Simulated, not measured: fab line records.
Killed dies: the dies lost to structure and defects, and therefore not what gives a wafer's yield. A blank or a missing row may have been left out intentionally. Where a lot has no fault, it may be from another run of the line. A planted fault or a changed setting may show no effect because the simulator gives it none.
8D (eight disciplines) problem report, filled in by code -- flow n5_finfet -- the parts of the form that need people (team, actions taken, sign-off) are left out

## 1. PROBLEM STATEMENT
Wafers with no fault read 3.4 with a standard deviation of 2.6, whereas killed_at_other at N5_PASSIVATION_PROBE_49 reads a mean of 47.0 on 1 wafer of 1 lot. That puts it +17 standard deviations away from the usual mean.
Seen first at day 16 03:52 on prober-01, wafer L872.3. The record holds 1 wafer of 1 lot with a number at this step. The rule behind "out" and "out of limits": a value lying over 4 standard deviations away from the usual mean. Any other wafer with a number is counted as sound.

## 2. WHAT IT IS, WHAT IT ISN'T
question,is,is not
which readings at this step,killed_at_other,"killed_at_M0_to_M3, killed_at_M4_up, killed_open, killed_short, sort_bin_5_function, sort_bin_6_memory"
which lots,L872,-
which wafers of those lots,all that have a number,-
read on which tools,prober-01,-
when,from day 16 03:52,up to then (0 sound wafers)

## 3. SUSPECTS, AND WHAT RULES EACH OUT
Counting: any tool at a process step up to the reading is kept as a suspect provided that every lot that is out went through it and no sound lot did after the first of them.
- rie_metal-03 at N5_PASSIVATION_AL_ETCH_33 (etches Al in Cl2/BCl3, stops on TaN, target depth 2800 nm, time 466.7 s): kept. It ran the lot that is out, L872 (day 15 22:50), and no sound lot after that.
- rie_diel-05 at N5_PASSIVATION_STRIP_34 (strips in O2): kept. It ran the lot that is out, L872 (day 15 23:21), and no sound lot after that.
- wet_bench-01 at N5_PASSIVATION_STRIP_51 (strips in post etch residue remover, time 1200 s): kept. It ran the lot that is out, L872 (day 15 23:25), and no sound lot after that.
- pecvd-03 at N5_PASSIVATION_PECVD_35 (deposits SiNx from SiH4/NH3/N2, target thk 700 nm, time 151.3 s): kept. It ran the lot that is out, L872 (day 16 00:01), and no sound lot after that.
- rie_diel-03 at N5_PASSIVATION_DESCUM_46 (chemistry O2, time 7.9 s): kept. It ran the lot that is out, L872 (day 16 00:43), and no sound lot after that.
- rie_diel-03 at N5_PASSIVATION_PASS_ETCH_47 (etches SiNx in CF4/O2, target depth 770 nm, time 385 s): kept. It ran the lot that is out, L872 (day 16 00:45), and no sound lot after that.
- prober-01 at N5_PASSIVATION_PROBE_49: kept. It ran the lot that is out, L872 (day 16 03:52), and no sound lot after that. Its own readings are out on those wafers: killed_at_other.
Left after counting: rie_metal-03 at N5_PASSIVATION_AL_ETCH_33, rie_diel-05 at N5_PASSIVATION_STRIP_34, wet_bench-01 at N5_PASSIVATION_STRIP_51, pecvd-03 at N5_PASSIVATION_PECVD_35, rie_diel-03 at N5_PASSIVATION_DESCUM_46, rie_diel-03 at N5_PASSIVATION_PASS_ETCH_47, prober-01 at N5_PASSIVATION_PROBE_49.

## 4. THE CAUSE (what the simulator had put in)
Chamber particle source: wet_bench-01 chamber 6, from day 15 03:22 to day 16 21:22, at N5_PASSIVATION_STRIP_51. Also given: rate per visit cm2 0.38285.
Of the 7 suspects that counting leaves, this tool is one.

## 5. SEQUENCE OF EFFECTS, ordered by route
Rows list readings where the struck wafers' mean (over those with a number) sits beyond 3 standard deviations from the usual. Readings are gone through only where the record gives a usual standard deviation; hours: the median, over the lots, of the time from a lot's start at the first step in this table giving one to that lot's start at this step; sigmas: the change measured in usual standard deviations.
hours,step,reading,usual,on struck wafers,change,sigmas
0,N5_PASSIVATION_PROBE_49,killed_at_other,3.4,47.0,+43.6,+17
Process steps it contains:
- N5_PASSIVATION_PROBE_49

## 6. HOW IT WOULD HAVE BEEN CAUGHT EARLIER
The fault began at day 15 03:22; the first out-of-limits reading in this record came at day 16 03:52, 24 hours later.
The start of N5_PASSIVATION_STRIP_51 on wet_bench-01 came by day 16 03:52 for every one of the lots that are out (1). None of them would have been spared by holding the tool at that moment.
